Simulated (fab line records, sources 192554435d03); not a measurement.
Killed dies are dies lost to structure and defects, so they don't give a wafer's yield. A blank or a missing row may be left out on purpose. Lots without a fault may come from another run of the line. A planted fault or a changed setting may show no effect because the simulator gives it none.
Which tool did it? | flow n5_finfet | 6 lots, 17 wafers sampled, at 4 steps of a route of 1938

WHAT THE GAUGES READ, wafer by wafer
N5_BEOL_M0_SAQP_OVL_MEAS_15.
lot  | measured     | on         | M0_CORE_OVL (nm)
L499 | day 5 20:02  | overlay-02 | -1.2 -0.6 -1.2
L505 | day 7 10:49  | overlay-01 | -0.1 0.6
L510 | day 8 17:00  | overlay-01 | 21.2 19.2 19.1
L512 | day 9 05:58  | overlay-01 | 1.1 1.5 0.4
L517 | day 10 10:18 | overlay-02 | 1.3 0.1 0.9
L520 | day 11 06:26 | overlay-02 | 1.8 2.8 2.6

WHICH TOOL RAN EACH LOT (tool, then ch and the chambers of the sampled wafers, then the start)
lot  | N5_MOL_CONTACT_COAG_CVD_140   | N5_MOL_CONTACT_COAG_CMP_52   | N5_BEOL_M0_SAQP_EXPOSE_11
L499 | cvd_w-02 ch 0,1, day 5 14:58  | cmp-03 ch 1,2, day 5 15:17   | arfi_scanner-03 ch 0, day 5 19:52
L505 | cvd_w-02 ch 1, day 7 02:43    | cmp-04 ch 0,3, day 7 03:03   | arfi_scanner-02 ch 0, day 7 10:40
L510 | cvd_w-02 ch 0,1, day 8 10:59  | cmp-04 ch 0,2,3, day 8 11:14 | arfi_scanner-03 ch 0, day 8 16:52
L512 | cvd_w-01 ch 0,1, day 9 00:45  | cmp-01 ch 0,1, day 9 00:59   | arfi_scanner-01 ch 0, day 9 05:49
L517 | cvd_w-02 ch 0,1, day 10 04:07 | cmp-01 ch 2,3, day 10 04:26  | arfi_scanner-01 ch 0, day 10 10:08
L520 | cvd_w-02 ch 0,1, day 11 01:35 | cmp-01 ch 1,3, day 11 01:54  | arfi_scanner-01 ch 0, day 11 06:16
- N5_MOL_CONTACT_COAG_CVD_140: deposits W, target thk 66.5 nm, time 215 s.
- N5_MOL_CONTACT_COAG_CMP_52: polishes, stops on SiO2, t overpolish 1.5 s, target thk 66.5 nm.
- N5_BEOL_M0_SAQP_EXPOSE_11: exposes mask M0 CORE, target cd 42 nm.

THE ANSWER, worked out from the rows above alone
Rule: what is usual is taken from the lots themselves. Put in order of their means at a reading, lots are off if they are a third of the lots or fewer, leave a main group of 4 or more, and stand apart from it by a gap of 3 or more times the standard deviation of the main group's means; of several such gaps the widest counts. A main group whose means are all the same, to the digits that the tables above print for the reading, isn't used. A lot without any number at a reading at which 4 lots or more have one is off too. The other lots that the step has rows for count as sound.
Off: L510, at N5_BEOL_M0_SAQP_OVL_MEAS_15 (M0_CORE_OVL). The main group: mean 0.7 nm, standard deviation 1.1.
A tool fits if, at a process step before that reading, it ran every lot that is off, and no sound lot after the first of them. The gauges at N5_BEOL_M0_SAQP_OVL_MEAS_15 are tried like those tools. Can't be told from this: 2 tools fit, cmp-04 at N5_MOL_CONTACT_COAG_CMP_52, arfi_scanner-03 at N5_BEOL_M0_SAQP_EXPOSE_11.

WHAT THE SIMULATOR HAD PUT IN
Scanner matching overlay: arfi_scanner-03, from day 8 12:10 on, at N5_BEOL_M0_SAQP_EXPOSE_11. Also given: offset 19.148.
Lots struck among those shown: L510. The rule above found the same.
